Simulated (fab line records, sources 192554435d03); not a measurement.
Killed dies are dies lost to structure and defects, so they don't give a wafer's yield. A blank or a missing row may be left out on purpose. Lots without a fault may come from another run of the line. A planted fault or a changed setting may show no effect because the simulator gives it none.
A struck lot beside a sound one | flow n5_finfet | 26 steps out of a route of 1938
Sound: wafers L443.1, L443.4, L443.6. Struck: wafers L438.1, L438.5, L438.6. The cause comes at the end.
At each step with rows: each side's tool, then ch and its chambers, then its first start. Under that, the readings that differ: sound wafers | struck wafers | difference of the means | sigmas: that difference in standard deviations of wafers without a fault.
alike: readings whose means differ by less than 2 such deviations, and words and numbers that are the same on both sides. not compared: withheld readings, readings that some wafer has no value for, bounds like >300 that may hide the same value, and numbers for which the record gives no deviation and whose values overlap.
The two part at a step that has a row with sigmas, a row that says differs or no value, or rows on one side only. Numbers that don't overlap but have no deviation are shown without sigmas and don't part them. A reading that every wafer of one side lacks parts them only if that side has two wafers or more.

first, 9 steps without rows for these wafers: N5_MOL_CONTACT_COAG_COAT_77 (time 60 s, resist thk 10 nm); N5_MOL_CONTACT_COAG_COAT_78 (resist thk 40 nm); N5_MOL_CONTACT_COAG_EBR_80; N5_MOL_CONTACT_COAG_SOFTBAKE_79 (time 60 s); N5_MOL_CONTACT_COAG_EXPOSE_81 (exposes mask VG, defocus 0 nm); N5_MOL_CONTACT_COAG_PEB_82 (peb time 60 s); N5_MOL_CONTACT_COAG_DEVELOP_83 (develop time 30 s); N5_MOL_CONTACT_COAG_DESCUM_88 (chemistry O2, time 7 s); N5_MOL_CONTACT_COAG_ETCH_89 (etches underlayer in N2/H2, target depth 13 nm, time 10.4 s).
N5_MOL_CONTACT_COAG_ETCH_90: etches SiARC in CF4, target depth 13 nm, time 21.7 s.
  sound on rie_diel-06 ch 0,1,3, day 8 17:07; struck on rie_diel-05 ch 0,3, day 7 08:53
  no value came back on the struck wafers for any of 8 readings (bias_w (W), cf4_flow_sccm (sccm) and others); on the sound wafers bias_w (W) reads 36.06 35.75 36.07
  reading                                               | sound      | struck         | difference | sigmas
  model.CAR-EUV_of_MOL_CONTACT_COAG_COAT_78.thk_nm (nm) | 17 17.2 17 | 24.4 24.6 24.4 | +7.4       |
  not compared: rf_hours_counter_h
then, 1 step without rows for these wafers: N5_MOL_CONTACT_COAG_ALD_131 (deposits SiO2, target thk 5 nm, pulse time 1 s, co reactant pulse time 1 s).
N5_MOL_CONTACT_COAG_ETCHBACK_132: etches SiO2 in CHF3, target depth 10 nm, time 6.7 s.
  sound on rie_diel-03 ch 0,2,3, day 8 17:35; struck on rie_diel-05 ch 1,2,3, day 7 09:10
  reading                                               | sound          | struck         | difference | sigmas
  oes_product_au (a.u.)                                 | 0.75 0.81 0.88 | 0.28 0.29 0.35 | -0.51      | -6
  model.CAR-EUV_of_MOL_CONTACT_COAG_COAT_78.thk_nm (nm) | 15.6 15.8 15.6 | 23 23.2 23     | +7         |
  alike: drypump_motor_current_A, rf_vpp_V, showerhead_plenum_p_Torr, throttle_valve_pct
  not compared: rf_hours_counter_h
then, 10 steps without rows for these wafers: N5_MOL_CONTACT_COAG_STRIP_92 (strips in N2/H2); N5_MOL_CONTACT_COAG_STRIP_93 (strips in N2/H2); N5_MOL_CONTACT_COAG_ETCHBACK_135 (etches SiO2 in CHF3, target depth 25 nm, time 16.7 s); N5_MOL_CONTACT_COAG_STRIP_118 (strips in CHF3); N5_MOL_CONTACT_COAG_VIA_ETCH_46 (etches SiO2 in C4F6/O2, target depth 46 nm, overetch 9.2 nm, time 40 s); N5_MOL_CONTACT_COAG_STRIP_96 (strips in N2/H2); N5_MOL_CONTACT_COAG_ETCH_47 (etches SiNx in CH3F/O2, stops on W, target depth 27 nm); N5_MOL_CONTACT_COAG_STRIP_119 (strips in N2/H2, time 30 s); N5_MOL_CONTACT_COAG_PRECLEAN_144 (cleans in alkaline clean, time 60 s); N5_MOL_CONTACT_COAG_SRD_145 (time 30 s).
N5_MOL_CONTACT_COAG_CD_MEAS_137: target cd 16 nm.
  sound on cd_sem-03, day 8 18:05; struck on cd_sem-02, day 7 09:40
  reading    | sound          | struck | difference                    | sigmas
  cd_nm (nm) | 16.4 15.8 15.6 | - - -  | no value on the struck wafers |
then, 1 step without rows for these wafers: N5_MOL_CONTACT_COAG_COAT_62 (time 60 s, resist thk 60 nm).
N5_BEOL_M4_RC_MEAS_101:
  the record has rows for the sound wafers here (prober-01 ch 0, day 11 04:42) and none for the struck ones
-- the record jumps here: 7 days lie between the struck wafers' starts before and after (it left off in module BEOL_M4 and takes up again in module PASSIVATION, whose first step shown is number 1936 of the route) --
N5_PASSIVATION_PROBE_49:
  sound on prober-01, day 15 07:37; struck on prober-01, day 14 10:01
  reading                  | sound          | struck         | difference | sigmas
  defect_limited_yield (%) | 92.4 90.6 91.4 | 0 0 0          | -91        | -61
  killed_at_contacts       | 8 11 9         | 1103 1082 1081 | +1079      | +99 or more
  killed_dies              | 90 111 101     | 1180 1180 1180 | +1079      | +60
  killed_on_rim            | 12 13 10       | 152 152 152    | +140       | +37
  sort_bin_5_function (%)  | 4.4 5.5 5.6    | 96.9 95.3 96.5 | +91.1      | +91
  sort_n_pass              | 1090 1069 1078 | 0 0 0          | -1079      | -57
  sort_yield_pct (%)       | 92.4 90.6 91.4 | 0 0 0          | -91        | -57
  alike: killed_at_M0_to_M3, killed_at_M4_up, killed_at_front_end, killed_at_other, killed_open, killed_short, sort_bin_6_memory, sort_bin_8_speed

WHERE THEY PART
First at N5_MOL_CONTACT_COAG_ETCH_90; last, within this record, at N5_PASSIVATION_PROBE_49.

WHY: what the simulator had put in
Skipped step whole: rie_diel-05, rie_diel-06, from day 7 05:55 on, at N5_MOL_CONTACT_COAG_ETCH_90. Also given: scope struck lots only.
